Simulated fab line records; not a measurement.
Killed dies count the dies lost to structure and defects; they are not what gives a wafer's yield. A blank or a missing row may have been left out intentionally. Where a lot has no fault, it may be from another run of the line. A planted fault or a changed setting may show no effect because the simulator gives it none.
Comparing a struck lot with a sound one	flow n5-finfet	14 steps out of a route of 1938
Sound: these wafers, L416.3, L416.5, L416.6. The struck wafers were L422.1, L422.3, L422.4. The cause comes at the end.
At each step with rows: each side's tool, then ch and its chambers, then its first start. Under that, the readings that differ: sound wafers	struck wafers	difference of the means	sigmas: that difference in standard deviations of wafers without a fault.
alike: words and numbers the same on both sides, and readings whose means are apart by under 2 such deviations; not compared: readings that were withheld, readings missing a value for some wafer, numbers with overlapping values and no deviation given by the record, and bounds like >300 which may hide the same value.
A row with sigmas, a row that says differs or no value, or rows on one side alone: a step with any of these is where the two part. When numbers do not overlap yet have no deviation, they are printed without sigmas and do not part them. Lack of a reading on every wafer of one side parts them only where that side has two or more wafers.

N5_BEOL_M1_STRIP_66: strips in CF4.
  sound on rie-diel-03 ch 2,3, day 6 21:27; struck on rie-diel-03 ch 0,1,2, day 8 07:41
  alike: cf4-flow-sccm, drypump-motor-current-A, oes-product-au, power-w, rf-vpp-V, showerhead-plenum-p-Torr, throttle-valve-pct
  not compared: rf-hours-counter-h
N5_BEOL_M1_HM_OPEN_17: chemistry Cl2/BCl3, target TiN, target depth 20 nm, overetch 6 nm.
  sound on rie-metal-01 ch 0,1, day 6 21:31; struck on rie-metal-03 ch 0,1, day 8 07:44
  alike: drypump-motor-current-A, mfc-cl2-sccm, oes-product-au, throttle-valve-pct
  not compared: rf-hours-counter-h
N5_BEOL_M1_STRIP_19: strips in O2.
  sound on rie-diel-01 ch 0,2,3, day 6 21:36; struck on rie-diel-03 ch 0,1,3, day 8 07:51
  alike: drypump-motor-current-A, oes-product-au, rf-vpp-V, showerhead-plenum-p-Torr, throttle-valve-pct
  not compared: rf-hours-counter-h
N5_BEOL_M1_CD_MEAS_18: pitch 36 nm, target cd 18 nm.
  struck on cd-sem-03, day 8 07:55; sound on cd-sem-03, day 6 21:40
  alike: cd-nm
then, 8 steps without rows for these wafers: N5_BEOL_M1_COAT_67 (time 60 s, resist thk 60 nm); N5_BEOL_M1_COAT_68 (time 60 s, resist thk 12 nm); N5_BEOL_M1_COAT_76 (time 60 s, resist thk 5 nm); N5_BEOL_M1_COAT_22 (resist thk 30 nm); N5_BEOL_M1_EBR_24; N5_BEOL_M1_SOFTBAKE_23 (time 60 s); N5_BEOL_M1_EXPOSE_25 (exposes mask V0, defocus 5 nm, target cd 24 nm); N5_BEOL_M1_PEB_26 (peb time 60 s).
N5_BEOL_M1_DEVELOP_27: develop time 30 s.
  sound on litho-track-01 ch 0, day 6 22:04; struck on litho-track-01, day 8 08:11
  no value came back on the struck wafers for chill-plate-temp-C (C), develop-time-s (s), developer-temp-C (C), resist-line-temp-C (C); on the sound wafers chill-plate-temp-C (C) reads 22.97 22.96 23.00
reading	sound	struck	difference	sigmas
model.CAR-EUV_of_BEOL_M1_COAT_22.thk-nm (nm)	29.4 29.4 29.6	30 30 30	+1	
N5_BEOL_M1_CD_MEAS_28: target cd y 23.3 nm.
  sound on cd-sem-01 ch 0, day 6 22:07; struck on cd-sem-02 ch 0, day 8 08:14
reading	sound	struck	difference	sigmas
cd-nm (nm)	24.34 24.39 24.11	- - -	no value on the struck wafers	

== WHERE THEY PART ==
At N5_BEOL_M1_DEVELOP_27 first; at N5_BEOL_M1_CD_MEAS_28 last (within this record only).

WHY: what the simulator had put in
Skipped step whole: litho-track-01, from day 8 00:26 on, at N5_BEOL_M1_DEVELOP_27. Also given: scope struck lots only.
